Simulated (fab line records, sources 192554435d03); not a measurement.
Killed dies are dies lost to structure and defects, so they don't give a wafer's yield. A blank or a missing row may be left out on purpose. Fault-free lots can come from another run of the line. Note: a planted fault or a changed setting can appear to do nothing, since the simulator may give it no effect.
Matching of chambers :: flow n5Finfet :: rieDiel-01 running N5_FIN_CUT_ETCH_20: 4 sister chambers
The step etches SiARC in CF4, target depth 26 nm, time 43.3 s. 4 wafers are shown with their chamber, then 12 later ones without.

## WAFERS, EACH WITH ITS CHAMBER
wafer: L087.1
chamber: 1
showerheadPlenumPTorr (Torr): 2.14

wafer: L088.2
chamber: 2
showerheadPlenumPTorr (Torr): 2.04

wafer: L088.5
chamber: 3
showerheadPlenumPTorr (Torr): 2.11

wafer: L088.6
chamber: 0
showerheadPlenumPTorr (Torr): 2.22

## WAFERS MISSING THEIR CHAMBER
wafer: L089.3
showerheadPlenumPTorr (Torr): 2.22

wafer: L089.4
showerheadPlenumPTorr (Torr): 2.04

wafer: L089.5
showerheadPlenumPTorr (Torr): 2.22

wafer: L091.1
showerheadPlenumPTorr (Torr): 2.04

wafer: L091.3
showerheadPlenumPTorr (Torr): 2.14

wafer: L091.4
showerheadPlenumPTorr (Torr): 2.11

wafer: L093.1
showerheadPlenumPTorr (Torr): 2.10

wafer: L093.2
showerheadPlenumPTorr (Torr): 2.04

wafer: L093.3
showerheadPlenumPTorr (Torr): 2.14

wafer: L095.2
showerheadPlenumPTorr (Torr): 2.10

wafer: L095.4
showerheadPlenumPTorr (Torr): 2.21

wafer: L095.5
showerheadPlenumPTorr (Torr): 2.10

## WHICH CHAMBER EACH WENT THROUGH
wafer: L089.3
from the rows above: 0
in truth: 0

wafer: L089.4
from the rows above: 2
in truth: 2

wafer: L089.5
from the rows above: 0
in truth: 0

wafer: L091.1
from the rows above: 2
in truth: 2

wafer: L091.3
from the rows above: 1
in truth: 1

wafer: L091.4
from the rows above: 3
in truth: 3

wafer: L093.1
from the rows above: 3
in truth: 3

wafer: L093.2
from the rows above: 2
in truth: 2

wafer: L093.3
from the rows above: 1
in truth: 1

wafer: L095.2
from the rows above: 3
in truth: 3

wafer: L095.4
from the rows above: 0
in truth: 0

wafer: L095.5
from the rows above: 3
in truth: 3
Placed correctly: 12 of 12. Number that these rows cannot place: 0. Wrongly placed: 0.
How it was worked out, from the rows above alone: a wafer's distance from a chamber is the root of the sum, over the readings, of the square of ((its reading less the chamber's mean) divided by the reading's scatter). The wafer belongs to the nearest chamber; if the next one is less than 2 further off, it can't be placed. The mean given for a chamber averages the wafers shown for that chamber. The scatter (one wafer shown for each chamber): square how far every hidden wafer sits from the nearest shown wafer, average those squares and take the square root.
